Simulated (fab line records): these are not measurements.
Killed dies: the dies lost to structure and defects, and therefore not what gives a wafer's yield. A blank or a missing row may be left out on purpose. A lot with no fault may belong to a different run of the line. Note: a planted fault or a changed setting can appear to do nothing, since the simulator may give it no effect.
What tool caused it? :: flow n5_finfet :: 29 wafers from 10 lots sampled at 5 of the route's 1938 steps

WHAT THE GAUGES SHOWED, per wafer
N5_SD_EPI_N_CD_MEAS_09: target cd 120 nm. Usual: cd_nm reads 119.9 nm (standard deviation 0.88).
lot: L160
measured: day 3 02:28
on: cd_sem-03
cd_nm (nm): 121.5 120.8 120.4
flag: 

lot: L162
measured: day 3 19:53
on: cd_sem-01
cd_nm (nm): 119.2 120.7 118.4
flag: 

lot: L164
measured: day 4 00:50
on: cd_sem-03
cd_nm (nm): 119.7 119.7 120.6
flag: 

lot: L166
measured: day 4 14:16
on: cd_sem-01
cd_nm (nm): 119.8 121.0 120.7
flag: 

lot: L169
measured: day 5 11:55
on: cd_sem-02
cd_nm (nm): 119.4 120.3
flag: 

lot: L171
measured: day 6 03:42
on: cd_sem-03
cd_nm (nm): 120.0 119.2 120.0
flag: 

lot: L172
measured: day 6 07:10
on: cd_sem-02
cd_nm (nm): 119.9 120.4 122.1
flag: 

lot: L179
measured: day 7 20:58
on: cd_sem-02
cd_nm (nm): 120.2 117.6 120.0
flag: 

lot: L180
measured: day 8 02:46
on: cd_sem-03
cd_nm (nm): 120.4 119.0 120.2
flag: 

lot: L182
measured: day 8 14:42
on: cd_sem-02
cd_nm (nm): 119.2 120.0 118.9
flag: 

N5_SD_EPI_N_INSPECT_26: inspects for defects (darkfield). Usual: raw_defect_count reads 205 (standard deviation 40).
lot: L160
measured: day 3 07:04
on: defect_inspect-02
raw_defect_count: 188 178 167
flag: 

lot: L162
measured: day 4 00:39
on: defect_inspect-01
raw_defect_count: 212 224 200
flag: 

lot: L164
measured: day 4 05:37
on: defect_inspect-01
raw_defect_count: 290 254 193
flag: 

lot: L166
measured: day 4 18:25
on: defect_inspect-02
raw_defect_count: 236 238 230
flag: 

lot: L169
measured: day 5 16:41
on: defect_inspect-02
raw_defect_count: 177 288
flag: 

lot: L171
measured: day 6 09:28
on: defect_inspect-02
raw_defect_count: 177 193 168
flag: 

lot: L172
measured: day 6 11:12
on: defect_inspect-02
raw_defect_count: 264 243 339
flag: 

lot: L179
measured: day 8 02:44
on: defect_inspect-02
raw_defect_count: 230 209 171
flag: 

lot: L180
measured: day 8 07:51
on: defect_inspect-02
raw_defect_count: 465 477 456
flag: OFF

lot: L182
measured: day 8 20:58
on: defect_inspect-01
raw_defect_count: 480 432 457
flag: OFF

N5_SD_EPI_P_INSPECT_11: inspects for defects (macro). Usual: raw_defect_count reads 2.1 (standard deviation 1.4).
lot: L160
measured: day 3 07:24
on: defect_inspect-01
raw_defect_count: 1 2 0
flag: 

lot: L162
measured: day 4 01:06
on: defect_inspect-01
raw_defect_count: 4 2 1
flag: 

lot: L164
measured: day 4 06:04
on: defect_inspect-01
raw_defect_count: 4 0 2
flag: 

lot: L166
measured: day 4 18:44
on: defect_inspect-01
raw_defect_count: 3 2 3
flag: 

lot: L169
measured: day 5 17:01
on: defect_inspect-02
raw_defect_count: 3 1
flag: 

lot: L171
measured: day 6 09:55
on: defect_inspect-01
raw_defect_count: 0 1 4
flag: 

lot: L172
measured: day 6 11:39
on: defect_inspect-02
raw_defect_count: 0 5 1
flag: 

lot: L179
measured: day 8 03:04
on: defect_inspect-01
raw_defect_count: 3 1 0
flag: 

lot: L180
measured: day 8 08:11
on: defect_inspect-01
raw_defect_count: >300 281 255
flag: OFF

lot: L182
measured: day 8 21:25
on: defect_inspect-02
raw_defect_count: 265 292 284
flag: OFF

WHICH TOOL RAN EACH LOT (tool, then ch and the chambers of the sampled wafers, then the start)
lot: L160
N5_SD_EPI_N_STRIP_38: plasma_asher-01 ch 0,1, day 3 03:27
N5_SD_EPI_N_PRECLEAN_49: remote_plasma-01 ch 0, day 3 06:11

lot: L162
N5_SD_EPI_N_STRIP_38: plasma_asher-01 ch 0,1, day 3 20:45
N5_SD_EPI_N_PRECLEAN_49: remote_plasma-02 ch 1, day 4 00:12

lot: L164
N5_SD_EPI_N_STRIP_38: plasma_asher-02 ch 0,1, day 4 01:43
N5_SD_EPI_N_PRECLEAN_49: remote_plasma-02 ch 0, day 4 05:10

lot: L166
N5_SD_EPI_N_STRIP_38: plasma_asher-01 ch 0,1, day 4 15:08
N5_SD_EPI_N_PRECLEAN_49: remote_plasma-02 ch 1, day 4 17:51

lot: L169
N5_SD_EPI_N_STRIP_38: plasma_asher-02 ch 0,1, day 5 12:47
N5_SD_EPI_N_PRECLEAN_49: remote_plasma-02 ch 1, day 5 16:14

lot: L171
N5_SD_EPI_N_STRIP_38: plasma_asher-02 ch 0,1, day 6 04:34
N5_SD_EPI_N_PRECLEAN_49: remote_plasma-02 ch 0, day 6 09:01

lot: L172
N5_SD_EPI_N_STRIP_38: plasma_asher-01 ch 0,1, day 6 08:02
N5_SD_EPI_N_PRECLEAN_49: remote_plasma-02 ch 1, day 6 10:49

lot: L179
N5_SD_EPI_N_STRIP_38: plasma_asher-01 ch 0,1, day 7 21:50
N5_SD_EPI_N_PRECLEAN_49: remote_plasma-01 ch 0, day 8 02:17

lot: L180
N5_SD_EPI_N_STRIP_38: plasma_asher-01 ch 0,1, day 8 03:56
N5_SD_EPI_N_PRECLEAN_49: remote_plasma-02 ch 0, day 8 07:25

lot: L182
N5_SD_EPI_N_STRIP_38: plasma_asher-01 ch 0,1, day 8 15:35
N5_SD_EPI_N_PRECLEAN_49: remote_plasma-02 ch 1, day 8 19:07
- N5_SD_EPI_N_STRIP_38: strips in N2/H2.
- N5_SD_EPI_N_PRECLEAN_49: cleans in NF3:NH3, afs cycles 1, time 20 s, sublimation time 60 s.

AS READ BY THE TOOLS THEMSELVES (means over the sampled wafers that have a number; for cases with no such wafer, the mark the record gives instead)
N5_SD_EPI_N_STRIP_38. Usual: drypump_motor_current_A 5.2 A, standard deviation 0.32; heater_power_w 333 W, standard deviation 40; oes_product_au 0.760 a.u., standard deviation 0.011.
lot: L160
tool: plasma_asher-01
drypump_motor_current_A (A): 4.9
heater_power_w (W): 344
oes_product_au (a.u.): 0.759
flag: 

lot: L162
tool: plasma_asher-01
drypump_motor_current_A (A): 4.9
heater_power_w (W): 357
oes_product_au (a.u.): 0.763
flag: 

lot: L164
tool: plasma_asher-02
drypump_motor_current_A (A): 5.6
heater_power_w (W): 327
oes_product_au (a.u.): 0.756
flag: 

lot: L166
tool: plasma_asher-01
drypump_motor_current_A (A): 4.9
heater_power_w (W): 349
oes_product_au (a.u.): 0.759
flag: 

lot: L169
tool: plasma_asher-02
drypump_motor_current_A (A): 5.6
heater_power_w (W): 309
oes_product_au (a.u.): 0.744
flag: 

lot: L171
tool: plasma_asher-02
drypump_motor_current_A (A): 5.6
heater_power_w (W): 329
oes_product_au (a.u.): 0.769
flag: 

lot: L172
tool: plasma_asher-01
drypump_motor_current_A (A): 4.9
heater_power_w (W): 352
oes_product_au (a.u.): 0.765
flag: 

lot: L179
tool: plasma_asher-01
drypump_motor_current_A (A): 4.9
heater_power_w (W): 351
oes_product_au (a.u.): 0.755
flag: 

lot: L180
tool: plasma_asher-01
drypump_motor_current_A (A): 4.9
heater_power_w (W): 356
oes_product_au (a.u.): 0.753
flag: 

lot: L182
tool: plasma_asher-01
drypump_motor_current_A (A): 4.9
heater_power_w (W): 345
oes_product_au (a.u.): 0.758
flag: 

N5_SD_EPI_N_PRECLEAN_49. Usual: rf_power_w reads 30.00 W (standard deviation 0.094).
lot: L160
tool: remote_plasma-01
rf_power_w (W): 29.99
flag: 

lot: L162
tool: remote_plasma-02
rf_power_w (W): 29.92
flag: 

lot: L164
tool: remote_plasma-02
rf_power_w (W): 30.01
flag: 

lot: L166
tool: remote_plasma-02
rf_power_w (W): 29.93
flag: 

lot: L169
tool: remote_plasma-02
rf_power_w (W): 29.95
flag: 

lot: L171
tool: remote_plasma-02
rf_power_w (W): 29.98
flag: 

lot: L172
tool: remote_plasma-02
rf_power_w (W): 29.95
flag: 

lot: L179
tool: remote_plasma-01
rf_power_w (W): 29.85
flag: 

lot: L180
tool: remote_plasma-02
rf_power_w (W): 30.07
flag: 

lot: L182
tool: remote_plasma-02
rf_power_w (W): 29.97
flag: 

THE ANSWER, worked out from the rows above alone
Rule: take the mean of a lot's wafers that have a number; if it is more than 3 standard deviations from the usual mean, the lot is off. A lot without any number at a reading at which 4 lots or more have one is off too. All remaining lots with rows at the step are treated as sound. The gauges are gone through in route order, then the tools' own readings, and for those a lot's mean is taken as printed above. The first step at which some lot is off is used, and at that step the reading that is off furthest; a lot without a number counts as furthest.
Off: L180, L182 (N5_SD_EPI_N_INSPECT_26, raw_defect_count).
If a tool, at a process step before that reading, ran all the lots that are off and no sound lot after the first of them, it fits. Those tools and the gauges at N5_SD_EPI_N_INSPECT_26 are tried in the same way. Can't be told from this: 2 tools fit, plasma_asher-01 at N5_SD_EPI_N_STRIP_38, remote_plasma-02 at N5_SD_EPI_N_PRECLEAN_49.

WHAT THE SIMULATOR HAD PUT IN
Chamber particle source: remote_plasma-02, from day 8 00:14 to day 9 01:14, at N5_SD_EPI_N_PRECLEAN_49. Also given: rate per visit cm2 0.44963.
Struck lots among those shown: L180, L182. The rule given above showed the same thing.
